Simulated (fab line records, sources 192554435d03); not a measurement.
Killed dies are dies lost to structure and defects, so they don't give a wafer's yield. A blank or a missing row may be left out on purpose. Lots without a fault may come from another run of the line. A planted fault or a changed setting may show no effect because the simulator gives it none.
fab line records | flow n5_finfet
record lots=5 wafers=15 last_day=18
route steps=1938 shown FIN_SAQP@135 BEOL_M4@1111 PASSIVATION@1936
lots that met no fault: from a run of the same line without faults
start_h: hours from the record's first day to the start of the lot's first wafer shown | wait_h: hours since the lot's step before | " the same as in the row above | L1.1+2: a row that stands for several wafers | - no value, or no start given | * or withheld: withheld | < > ~ a bound
route shown NAME@n: a module of which the file shows steps, and the number in the route of the first | usual: mean/standard deviation of fault-free wafers | same: alike in all rows | chamber/n: place in a boat | sites: the reading at each site | _std_site: their standard deviation | _edge_site: outer sites' mean less inner sites' | radius_mm: how far each site lies from the wafer's centre | mask NAME#n: copy n | behind: the tool/chamber that last shaped the wafer | hold: why the lot was held/for how many hours/how that ended | device: the transistor (n, p or np) that didn't switch | end of line: the same wafers' tests at the end of the route | a step without rows: its recipe alone | killed: dies lost to structure and defects at the first sort, not the wafer's yield | map: a wafer's dies, x killed, . not, _ none there
set.NAME: the setting as run; set.NAME@STEP: as run at that earlier step | model.NAME: the simulator's own value behind a step, which no gauge read
lots at some steps of the route; a table a step, a row a wafer
## steps
# step N5_FIN_SAQP_ETCH_67
# recipe chemistry=CH3F/O2 target=SiNx target_depth_a=300 mask_material=SOC pressure_mtorr=30 source_w=395 bias_w=73 Ar_flow_sccm=150 CH3F_flow_sccm=30 O2_flow_sccm=20 ion_energy_ev=120
# step N5_FIN_SAQP_STRIP_70
# recipe chemistry=N2/H2 power_w=500 temp_c=40 pressure_mtorr=50 rf_frequency_hz=6e+07 overash_fraction=0.3 bias_power_w=28 h2_frac=0.5 n2_flow_sccm=300 h2_flow_sccm=300
# step N5_FIN_SAQP_RECESS_71
# recipe chemistry=HF/NH3 target=SiO2 target_depth_a=30 afs_cycles=1 temp_c=30 sublimation_temp_c=180 sublimation_time_s=60
# step N5_FIN_SAQP_SPACER2_ALD_28
# recipe material=SiO2 target_thk_a=81 temp_c=300 ald_precursor_family=BDEAS ald_co_reactant=O2-plasma pulse_time_s=1 purge_time_s=2 co_reactant_purge_time_s=2 pressure_torr=2
# step N5_FIN_SAQP_SPACER2_ETCHBACK_29
# recipe chemistry=CHF3/O2 mode=anisotropic_etchback target=SiO2 target_depth_a=122 time_s=6.1 pressure_mtorr=30 source_w=650 bias_w=170 Ar_flow_sccm=200 CHF3_flow_sccm=50 O2_flow_sccm=5 ion_energy_ev=200
# step N5_FIN_SAQP_MANDREL2_REMOVE_60
# recipe chemistry=HBr/Cl2/O2 bt_time_s=10 target=a-Si stop_on=SiNx endpoint=OES-SiCl over_etch_frac=1 icp_w=600 bias_w=22 HBr_flow_sccm=150 Cl2_flow_sccm=80 O2_flow_sccm=5 pressure_mtorr=10
# step N5_FIN_SAQP_HM_OPEN_33
# recipe chemistry=CH3F/O2 target=SiNx mask_material=SiO2 target_depth_a=494 time_s=70.6 pressure_mtorr=30 source_w=395 bias_w=73 Ar_flow_sccm=150 CH3F_flow_sccm=30 O2_flow_sccm=20 ion_energy_ev=120 ends=cleared
# step N5_FIN_SAQP_ETCH_34
# recipe chemistry=C4F6/O2 target=SiO2 target_depth_a=450 time_s=15 ion_energy_ev=250 pressure_mtorr=30 source_w=345 bias_w=185 Ar_flow_sccm=300 C4F6_flow_sccm=10 O2_flow_sccm=10 ends=cleared
# step N5_FIN_SAQP_STRIP_77
# recipe chemistry=N2/H2 time_s=90 power_w=100 temp_c=40 pressure_mtorr=100 rf_frequency_hz=6e+07 bias_power_w=3 n2_flow_sccm=300 h2_flow_sccm=300
# step N5_FIN_SAQP_ETCH_64
# recipe chemistry=CF4 target=SiO2 target_depth_a=15 ion_energy_ev=350 pressure_mtorr=10 icp_w=800 bias_w=400 cf4_flow_sccm=80
# step N5_FIN_SAQP_FIN_ETCH_36
# recipe chemistry=HBr/Cl2/O2 target_depth_a=1200 mask_material=SiNx time_s=50.4 bias_w=102 pressure_mtorr=10 icp_w=800 HBr_flow_sccm=150 Cl2_flow_sccm=80 O2_flow_sccm=12
# usual HBr_flow_sccm=150.0/0.46 O2_flow_sccm=12.00/0.033 drypump_motor_current_A=5.7/0.46 he_backside_leak_sccm=2.8/0.41 oes_o_777_au=1.00/0.055 oes_product_au=1.000/0.018 throttle_valve_pct=36.3/0.42
# columns lot.wafer tool chamber start_h wait_h HBr_flow_sccm O2_flow_sccm drypump_motor_current_A he_backside_leak_sccm oes_o_777_au oes_product_au rf_hours_counter_h throttle_valve_pct model.SiNx_of_FIN_SAQP_HM_DEP_03.thk_nm
L722.2 rie_si-03 3 117.95 0.0 - - - - - - - - 32.6
L722.4 " 0 " " - - - - - - - - 33
L722.6 " 2 " " - - - - - - - - 32.6
L723.3 rie_si-05 0 122.98 0.0 - - - - - - - - 32.6
L723.4 " 2 " " - - - - - - - - 32.8
L723.5 " 0 " " - - - - - - - - 32.6
L724.2 rie_si-05 2 129.26 0.0 - - - - - - - - 33
L724.3 " 3 " " - - - - - - - - 33
L724.6 " 2 " " - - - - - - - - 33.2
L728.1 rie_si-05 3 156.15 0.0 150.1 12.04 5.4 2.7 0.94 0.978 44 36.9 20
L728.2 " 2 " " 149.5 11.98 6.6 3.5 0.95 0.998 29 36.6 19.8
L728.3 " 1 " " 149.9 12.00 5.8 2.6 1.07 1.010 97 36.1 20.8
L729.2 rie_si-05 0 161.02 0.0 150.0 12.10 6.1 2.2 1.01 1.012 64 35.7 20.4
L729.4 " 2 " " 150.2 11.99 6.6 3.2 0.95 0.985 29 36.6 21.4
L729.6 " 0 " " 150.5 12.01 6.0 2.4 1.01 1.010 - 35.7 20.2
# step N5_FIN_SAQP_PRECLEAN_38
# recipe chemistry=O3/DIW time_s=45 temp_c=22 o3_ppm=10
# step N5_FIN_SAQP_PRECLEAN_45
# recipe chemistry=dHF time_s=10 dilution=500:1 temp_c=25
# columns lot.wafer tool chamber start_h wait_h model.SiNx_of_FIN_SAQP_HM_DEP_03.thk_nm
L722.2+6 wet_bench-03 0,6 118.13 0.0 32.4
L722.4 " 7 " " 33
L723.3+5 wet_bench-04 2,7 123.17 0.0 32.4
L723.4 " 4 " " 32.8
L724.2 wet_bench-04 7 129.43 0.0 32.8
L724.3+6 " 6,1 " " 33
L728.1+2 wet_bench-04 1,5 156.33 0.0 19.8
L728.3 " 6 " " 20.8
L729.2+6 wet_bench-04 7,6 161.19 0.0 20.2
L729.4 " 3 " " 21.4
# step N5_FIN_SAQP_SRD_39
# recipe dry=ipa_marangoni time_s=30 temp_c=23 rinse_liquid=diw
# step N5_FIN_SAQP_OCD_MEAS_76
# usual trench_depth_nm=120.1/1.5
# columns lot.wafer tool chamber start_h wait_h trench_depth_nm
L722.2 ocd-02 - 118.17 0.0 0.2
L722.4 " - " " 0
L722.6 " - " " 0
L723.3 ocd-01 - 123.22 0.0 0.7
L723.4 " - " " 0.2
L723.5 " - " " 0
L724.2 ocd-02 - 129.48 0.0 0
L724.3 " - " " 0.7
L724.6 " - " " 0
L728.1 ocd-01 - 156.37 0.0 121.0
L728.2 " - " " 118.8
L728.3 " - " " 119.3
L729.2 ocd-01 - 161.24 0.0 119.8
L729.4 " - " " 117.5
L729.6 " - " " 120.1
# step N5_BEOL_M4_RC_MEAS_101
# usual DIBL_N=35.6/1.7 DIBL_P=35.0/2 IOFF_N=0.148/0.027 IOFF_P=0.19/0.032 ION_N=671/14 ION_P=460/9.1 SS_N=71.3/0.62 SS_P=73.0/0.64 VT_N=251/3.2 VT_P=-251.5/2.9
# columns lot.wafer tool chamber start_h wait_h DIBL_N[mV/V] DIBL_P[mV/V] IOFF_N[nA/um] IOFF_P[nA/um] ION_N[uA/um] ION_P[uA/um] SS_N[mV/dec] SS_P[mV/dec] VT_N[mV] VT_P[mV]
L728.1 prober-02 0 308.39 0.0 34.3 32.2 0.131 0.17 661 456 71.4 72.9 250 -251.8
L728.2 " 0 " " 38.1 37.4 0.208 0.26 696 476 72.1 73.8 245 -246.6
L728.3 " 0 " " 35.2 33.9 0.154 0.19 671 462 71.3 73.0 247 -250.4
L729.2 prober-01 0 322.17 0.2 37.2 37.1 0.165 0.21 673 462 70.8 73.0 246 -249.8
L729.4 " 0 " " 37.3 36.3 0.151 0.18 671 452 71.6 73.3 252 -255.0
L729.6 " 0 " " 37.2 37.4 0.156 0.20 682 466 71.9 73.2 252 -252.4
# step N5_PASSIVATION_PROBE_49
# usual killed_at_M0_to_M3=35/11 killed_at_M4_up=14/5.4 killed_at_contacts=13/6 killed_at_front_end=38/11 killed_at_other=3.4/2.6 killed_dies=104/19 killed_on_rim=13/3.9 killed_open=68/13 killed_short=34/8.5
# same gross_dies=1180 killed_at_back_side=0
# columns lot.wafer tool chamber start_h wait_h killed_at_M0_to_M3 killed_at_M4_up killed_at_contacts killed_at_front_end killed_at_other killed_dies killed_on_rim killed_open killed_short
L722.2 prober-02 - 389.43 0.1 17 18 16 1126 3 1180 152 53 27
L722.4 prober-02 - 389.53 0.2 37 17 15 1105 6 1180 152 69 37
L722.6 prober-02 - 389.63 0.3 29 12 15 1120 4 1180 152 78 24
L723.3 prober-01 - 396.53 0.1 30 12 12 1124 2 1180 152 59 38
L723.4 prober-01 - 396.58 0.2 32 15 16 1114 3 1180 152 78 28
L723.5 prober-01 - 396.63 0.2 15 11 14 1140 0 1180 152 51 32
L724.2 prober-01 - 410.28 0.1 29 13 30 1105 3 1180 152 84 28
L724.3 prober-01 - 410.33 0.1 19 11 8 1136 6 1180 152 56 35
L724.6 prober-01 - 410.48 0.3 32 11 17 1116 4 1180 152 57 32
L728.2 prober-01 - 422.22 0.5 28 24 10 43 2 107 14 64 43
# killed by level:class
L722.2 FIN_SAQP:area_etch=1098 MOL_CONTACT_COAG:geometric_particle:open=13 BEOL_M4:geometric_particle:open=8 STI_FIN_REVEAL:geometric_particle:open=5 BEOL_M0_SAQP:geometric_particle:short=5 DUMMY_GATE:geometric_particle:open=4 BEOL_M0_SAQP:geometric_particle:open=4 BEOL_M2:geometric_particle:open=4
L722.4 FIN_SAQP:area_etch=1072 MOL_CONTACT_COAG:geometric_particle:open=13 BEOL_M3:geometric_particle:open=10 BEOL_M0_SAQP:geometric_particle:short=9 BEOL_M1:geometric_particle:open=7 FIN_SAQP:geometric_particle:short=5 GATE_CUT:geometric_particle:short=5 BEOL_M4:geometric_particle:open=5
L722.6 FIN_SAQP:area_etch=1076 FIN_SAQP:geometric_particle:open=14 MOL_CONTACT_COAG:geometric_particle:open=11 BEOL_M2:geometric_particle:open=8 BEOL_M3:geometric_particle:open=8 BEOL_M1:geometric_particle:open=7 STARTING-WAFER:geometric_particle:open=6 DUMMY_GATE:geometric_particle:open=4
L723.3 FIN_SAQP:area_etch=1082 FIN_SAQP:geometric_particle:short=11 MOL_CONTACT_COAG:geometric_particle:open=11 STI_FIN_REVEAL:geometric_particle:open=9 BEOL_M0_SAQP:geometric_particle:short=9 FIN_SAQP:geometric_particle:open=8 BEOL_M0_SAQP:geometric_particle:open=8 GATE_CUT:geometric_particle:short=5
L723.4 FIN_SAQP:area_etch=1072 FIN_SAQP:geometric_particle:open=13 MOL_CONTACT_COAG:geometric_particle:open=13 BEOL_M0_SAQP:geometric_particle:open=11 STI_FIN_REVEAL:geometric_particle:open=10 BEOL_M0_SAQP:geometric_particle:short=7 FIN_SAQP:geometric_particle:short=6 BEOL_M2:geometric_particle:open=6
L723.5 FIN_SAQP:area_etch=1095 STI_FIN_REVEAL:geometric_particle:open=15 MOL_CONTACT_COAG:geometric_particle:open=11 FIN_SAQP:geometric_particle:open=6 FIN_SAQP:geometric_particle:short=6 BEOL_M0_SAQP:geometric_particle:short=5 DUMMY_GATE:geometric_particle:short=4 GATE_CUT:geometric_particle:short=4
L724.2 FIN_SAQP:area_etch=1068 MOL_CONTACT_COAG:geometric_particle:open=25 BEOL_M0_SAQP:geometric_particle:open=11 DUMMY_GATE:geometric_particle:open=8 BEOL_M5:geometric_particle:open=8 FIN_SAQP:geometric_particle:short=7 FIN_SAQP:geometric_particle:open=7 MOL_CONTACT_COAG:geometric_particle:short=5
L724.3 FIN_SAQP:area_etch=1088 FIN_SAQP:geometric_particle:short=13 FIN_SAQP:geometric_particle:open=6 ILD0:geometric_particle:short=6 DUMMY_GATE:geometric_particle:open=5 MOL_CONTACT_COAG:geometric_particle:open=5 BEOL_M3:geometric_particle:open=4 BEOL_M6:geometric_particle:open=4
L724.6 FIN_SAQP:area_etch=1091 MOL_CONTACT_COAG:geometric_particle:open=13 BEOL_M0_SAQP:geometric_particle:open=8 BEOL_M0_SAQP:geometric_particle:short=7 STI_FIN_REVEAL:geometric_particle:open=5 BEOL_M2:geometric_particle:open=5 FIN_SAQP:geometric_particle:short=4 MOL_CONTACT_COAG:geometric_particle:short=4
L728.2 BEOL_M4:geometric_particle:open=13 BEOL_M0_SAQP:geometric_particle:open=12 FIN_SAQP:geometric_particle:short=11 BEOL_M0_SAQP:geometric_particle:short=10 FIN_SAQP:geometric_particle:open=9 STI_FIN_REVEAL:geometric_particle:open=9 MOL_CONTACT_COAG:geometric_particle:open=8 ILD0:geometric_particle:short=4
# map L722.2 (x killed, . not)
_________________xxxxxxxxxxxx________________
______________xxxxxxxxxxxxxxxxxx_____________
___________xxxxxxxxxxxxxxxxxxxxxxxx__________
__________xxxxxxxxxxxxxxxxxxxxxxxxxx_________
________xxxxxxxxxxxxxxxxxxxxxxxxxxxxxx_______
_______xxxxxxxxxxxxxxxxxxxxxxxxxxxxxxxx______
______xxxxxxxxxxxxxxxxxxxxxxxxxxxxxxxxxx_____
_____xxxxxxxxxxxxxxxxxxxxxxxxxxxxxxxxxxxx____
____xxxxxxxxxxxxxxxxxxxxxxxxxxxxxxxxxxxxxx___
___xxxxxxxxxxxxxxxxxxxxxxxxxxxxxxxxxxxxxxxx__
___xxxxxxxxxxxxxxxxxxxxxxxxxxxxxxxxxxxxxxxx__
__xxxxxxxxxxxxxxxxxxxxxxxxxxxxxxxxxxxxxxxxxx_
__xxxxxxxxxxxxxxxxxxxxxxxxxxxxxxxxxxxxxxxxxx_
_xxxxxxxxxxxxxxxxxxxxxxxxxxxxxxxxxxxxxxxxxxxx
_xxxxxxxxxxxxxxxxxxxxxxxxxxxxxxxxxxxxxxxxxxxx
_xxxxxxxxxxxxxxxxxxxxxxxxxxxxxxxxxxxxxxxxxxxx
_xxxxxxxxxxxxxxxxxxxxxxxxxxxxxxxxxxxxxxxxxxxx
_xxxxxxxxxxxxxxxxxxxxxxxxxxxxxxxxxxxxxxxxxxxx
_xxxxxxxxxxxxxxxxxxxxxxxxxxxxxxxxxxxxxxxxxxxx
_xxxxxxxxxxxxxxxxxxxxxxxxxxxxxxxxxxxxxxxxxxxx
_xxxxxxxxxxxxxxxxxxxxxxxxxxxxxxxxxxxxxxxxxxxx
__xxxxxxxxxxxxxxxxxxxxxxxxxxxxxxxxxxxxxxxxxx_
__xxxxxxxxxxxxxxxxxxxxxxxxxxxxxxxxxxxxxxxxxx_
___xxxxxxxxxxxxxxxxxxxxxxxxxxxxxxxxxxxxxxxx__
___xxxxxxxxxxxxxxxxxxxxxxxxxxxxxxxxxxxxxxxx__
____xxxxxxxxxxxxxxxxxxxxxxxxxxxxxxxxxxxxxx___
_____xxxxxxxxxxxxxxxxxxxxxxxxxxxxxxxxxxxx____
______xxxxxxxxxxxxxxxxxxxxxxxxxxxxxxxxxx_____
_______xxxxxxxxxxxxxxxxxxxxxxxxxxxxxxxx______
________xxxxxxxxxxxxxxxxxxxxxxxxxxxxxx_______
__________xxxxxxxxxxxxxxxxxxxxxxxxxx_________
___________xxxxxxxxxxxxxxxxxxxxxxxx__________
______________xxxxxxxxxxxxxxxxxx_____________
_________________xxxxxxxxxxxx________________
# map L723.3 (x killed, . not)
_________________xxxxxxxxxxxx________________
______________xxxxxxxxxxxxxxxxxx_____________
___________xxxxxxxxxxxxxxxxxxxxxxxx__________
__________xxxxxxxxxxxxxxxxxxxxxxxxxx_________
________xxxxxxxxxxxxxxxxxxxxxxxxxxxxxx_______
_______xxxxxxxxxxxxxxxxxxxxxxxxxxxxxxxx______
______xxxxxxxxxxxxxxxxxxxxxxxxxxxxxxxxxx_____
_____xxxxxxxxxxxxxxxxxxxxxxxxxxxxxxxxxxxx____
____xxxxxxxxxxxxxxxxxxxxxxxxxxxxxxxxxxxxxx___
___xxxxxxxxxxxxxxxxxxxxxxxxxxxxxxxxxxxxxxxx__
___xxxxxxxxxxxxxxxxxxxxxxxxxxxxxxxxxxxxxxxx__
__xxxxxxxxxxxxxxxxxxxxxxxxxxxxxxxxxxxxxxxxxx_
__xxxxxxxxxxxxxxxxxxxxxxxxxxxxxxxxxxxxxxxxxx_
_xxxxxxxxxxxxxxxxxxxxxxxxxxxxxxxxxxxxxxxxxxxx
_xxxxxxxxxxxxxxxxxxxxxxxxxxxxxxxxxxxxxxxxxxxx
_xxxxxxxxxxxxxxxxxxxxxxxxxxxxxxxxxxxxxxxxxxxx
_xxxxxxxxxxxxxxxxxxxxxxxxxxxxxxxxxxxxxxxxxxxx
_xxxxxxxxxxxxxxxxxxxxxxxxxxxxxxxxxxxxxxxxxxxx
_xxxxxxxxxxxxxxxxxxxxxxxxxxxxxxxxxxxxxxxxxxxx
_xxxxxxxxxxxxxxxxxxxxxxxxxxxxxxxxxxxxxxxxxxxx
_xxxxxxxxxxxxxxxxxxxxxxxxxxxxxxxxxxxxxxxxxxxx
__xxxxxxxxxxxxxxxxxxxxxxxxxxxxxxxxxxxxxxxxxx_
__xxxxxxxxxxxxxxxxxxxxxxxxxxxxxxxxxxxxxxxxxx_
___xxxxxxxxxxxxxxxxxxxxxxxxxxxxxxxxxxxxxxxx__
___xxxxxxxxxxxxxxxxxxxxxxxxxxxxxxxxxxxxxxxx__
____xxxxxxxxxxxxxxxxxxxxxxxxxxxxxxxxxxxxxx___
_____xxxxxxxxxxxxxxxxxxxxxxxxxxxxxxxxxxxx____
______xxxxxxxxxxxxxxxxxxxxxxxxxxxxxxxxxx_____
_______xxxxxxxxxxxxxxxxxxxxxxxxxxxxxxxx______
________xxxxxxxxxxxxxxxxxxxxxxxxxxxxxx_______
__________xxxxxxxxxxxxxxxxxxxxxxxxxx_________
___________xxxxxxxxxxxxxxxxxxxxxxxx__________
______________xxxxxxxxxxxxxxxxxx_____________
_________________xxxxxxxxxxxx________________
## key
first_sign step=N5_FIN_SAQP_FIN_ETCH_36 reading=tool_record direction=missing
effect step=N5_FIN_SAQP_OCD_MEAS_76 reading=trench_depth_nm direction=down sigmas=77 usual=120.1 struck=0.2
effect step=N5_PASSIVATION_PROBE_49 reading=killed_at_front_end direction=up sigmas=99+ usual=38 struck=1121
model_effect step=N5_FIN_SAQP_FIN_ETCH_36 value=SiNx_of_FIN_SAQP_HM_DEP_03.thk_nm without=21.33 struck=32.82
model_effect step=N5_FIN_SAQP_PRECLEAN_45 value=SiNx_of_FIN_SAQP_HM_DEP_03.thk_nm without=21.24 struck=32.69
more_kills_born_at N5_FIN_SAQP_FIN_ETCH_36@rie_si-05=6496 N5_FIN_SAQP_FIN_ETCH_36@rie_si-03=3246
met_at N5_FIN_SAQP_FIN_ETCH_36
struck_wafers L722.2,L722.4,L722.6,L723.3,L723.4,L723.5,L724.2,L724.3,L724.6
later_rows_left_out L722.2,L722.4,L722.6,L723.3,L723.4,L723.5,L724.2,L724.3,L724.6
tester_left_out L722,L723,L724
fault kind=skipped_step_whole tool=rie_si-03,rie_si-05 chamber=- onset_h=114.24 steps=N5_FIN_SAQP_FIN_ETCH_36 scope=struck_lots_only
# tester_left_out: of these lots the tester's yield and bins aren't shown, on N5 and GAA mostly nor the transistor test; their killed dies are dies lost to structure and defects alone, not to doping, threshold or leakage, so they don't give the yield
# later_rows_left_out: the simulator's readings of these wafers behind a module that went badly wrong aren't trusted and aren't shown, but for the sort
